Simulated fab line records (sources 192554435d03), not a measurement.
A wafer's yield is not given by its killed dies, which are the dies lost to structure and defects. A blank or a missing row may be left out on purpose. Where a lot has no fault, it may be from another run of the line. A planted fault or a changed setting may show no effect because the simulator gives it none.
A struck lot beside a sound one	flow n5Finfet	31 out of 1938 route steps
Sound: these wafers, L390.2, L390.3, L390.5. Struck: wafers L399.2, L399.4, L399.5. At the end, the cause is stated.
Order at every step that has rows: each side's tool, ch and its chambers, its first start. Under that, the readings that differ: sound wafers	struck wafers	difference of the means	sigmas: that difference in standard deviations of wafers without a fault.
alike: readings whose means differ by less than 2 such deviations, and words and numbers that are the same on both sides. not compared: withheld readings, readings that some wafer has no value for, bounds like >300 that may hide the same value, and numbers for which the record gives no deviation and whose values overlap.
A row with sigmas, a row that says differs or no value, or rows on one side alone: a step with any of these is where the two part. Numbers that have no deviation but don't overlap get no sigmas and don't part them. A reading missing from all wafers of one side parts the sides only when that side holds two or more wafers.

first, 10 steps without rows for these wafers: N5_FIN_CUT_STRIP_22 (strips in N2/H2); N5_FIN_CUT_PRECLEAN_36 (cleans in O3/DIW, time 60 s); N5_FIN_CUT_SRD_32 (time 30 s); N5_FIN_CUT_UV_OZONE_34 (time 120 s); N5_STI_FIN_REVEAL_ALD_00 (deposits SiO2, target thk 1 nm, pulse time 1 s); N5_STI_FIN_REVEAL_ALD_14 (deposits Si3N4, target thk 3 nm); N5_STI_FIN_REVEAL_FCVD_FILL_01 (material SiO2 flowable, target thk 312 nm, time 512.2 s); N5_STI_FIN_REVEAL_DENSIFY_02 (time 1800 s); N5_STI_FIN_REVEAL_CMP_04 (polishes, stops on Si3N4, t overpolish 4 s, target thk 131.83 nm); N5_STI_FIN_REVEAL_DENSIFY_30.
N5_STI_FIN_REVEAL_ETCHBACK_08: etches SiO2 in C4F6/O2, target depth 30.5 nm, time 10.167 s.
  sound on rieDiel-03 ch 1,2,3, day 3 20:49; struck on rieDiel-04 ch 1,2,3, day 6 03:28
  no value came back on the struck wafers for any of 8 readings (C4F6_flow_sccm (sccm), O2_flow_sccm (sccm) and others); on the sound wafers C4F6_flow_sccm (sccm) reads 10.013 9.948 10.027
  not compared: rfHoursCounterH
then, 16 steps without rows for these wafers: N5_STI_FIN_REVEAL_STRIP_24 (strips in N2/H2, time 90 s); N5_STI_FIN_REVEAL_PRECLEAN_25 (cleans in SPM, time 90 s); N5_STI_FIN_REVEAL_PRECLEAN_26 (cleans in SC1, time 45 s); N5_STI_FIN_REVEAL_PRECLEAN_29 (cleans in DHF, time 30 s); N5_STI_FIN_REVEAL_SRD_12 (time 30 s); N5_STI_FIN_REVEAL_RECESS_09 (chemistry HF/NH3, target SiO2, afs cycles 11, target depth 42.5 nm, sublimation time 60 s); N5_STI_FIN_REVEAL_STRIP_16 (strips SiNx in H3PO4, target depth 23.8 nm); N5_STI_FIN_REVEAL_PRECLEAN_17 (cleans in NF3:NH3, afs cycles 1, time 20 s, sublimation time 60 s); N5_STI_FIN_REVEAL_ETCH_34 (etches Si in H2, material Si, target depth 0.97 nm); N5_STI_FIN_REVEAL_OXIDATION_31 (chemistry O2 PLASMA REMOTE, time 20 s); N5_STI_FIN_REVEAL_PRECLEAN_32 (cleans in NF3:NH3, afs cycles 1, time 20 s, sublimation time 60 s); N5_STI_FIN_REVEAL_STRIP_35 (strips Si3N4 in H3PO4, target depth 4 nm, time 39 s); N5_STI_FIN_REVEAL_SRD_21 (time 30 s); N5_STI_FIN_REVEAL_OXIDATION_33 (chemistry O2 PLASMA REMOTE, time 20 s); N5_STI_FIN_REVEAL_CLEAN_19 (cleans in O3/DIW, time 120 s); N5_STI_FIN_REVEAL_SRD_23 (time 30 s).
N5_STI_FIN_REVEAL_FIN_H_MEAS_10:
  sound: ocd-01 at day 3 23:47; struck: ocd-02 at day 6 06:26
reading	sound	struck	difference	sigmas
trenchDepthNm (nm)	52.8 51.9 51.7	21.7 21.7 22.1	-30.3	-56
then, 1 step without rows for these wafers: N5_STI_FIN_REVEAL_PRECLEAN_18 (cleans in SC2, time 45 s).
N5_BEOL_M4_RC_MEAS_101:
  the record has rows for the sound wafers here (prober-02 ch 0, day 9 07:56) and none for the struck ones
-- the record jumps here: 10 days lie between the struck wafers' starts before and after (it left off in module BEOL_M4 and takes up again in module PASSIVATION, whose first step shown is number 1936 of the route) --
N5_PASSIVATION_PROBE_49:
  sound: prober-01 at day 13 17:20; struck: prober-02 at day 15 22:04
reading	sound	struck	difference	sigmas
killedAtFrontEnd	32 49 55	1137 1122 1131	+1085	+99
killedDies	100 105 121	1180 1180 1180	+1071	+63
killedOnRim	11 13 18	152 152 152	+138	+34
  alike: killed_at_M0_to_M3, killed_at_M4_up, killedAtContacts, killedAtOther, killedOpen, killedShort

## WHERE THEY PART
First at N5_STI_FIN_REVEAL_ETCHBACK_08; last, within this record, at N5_PASSIVATION_PROBE_49.

WHY: the cause the simulator had injected
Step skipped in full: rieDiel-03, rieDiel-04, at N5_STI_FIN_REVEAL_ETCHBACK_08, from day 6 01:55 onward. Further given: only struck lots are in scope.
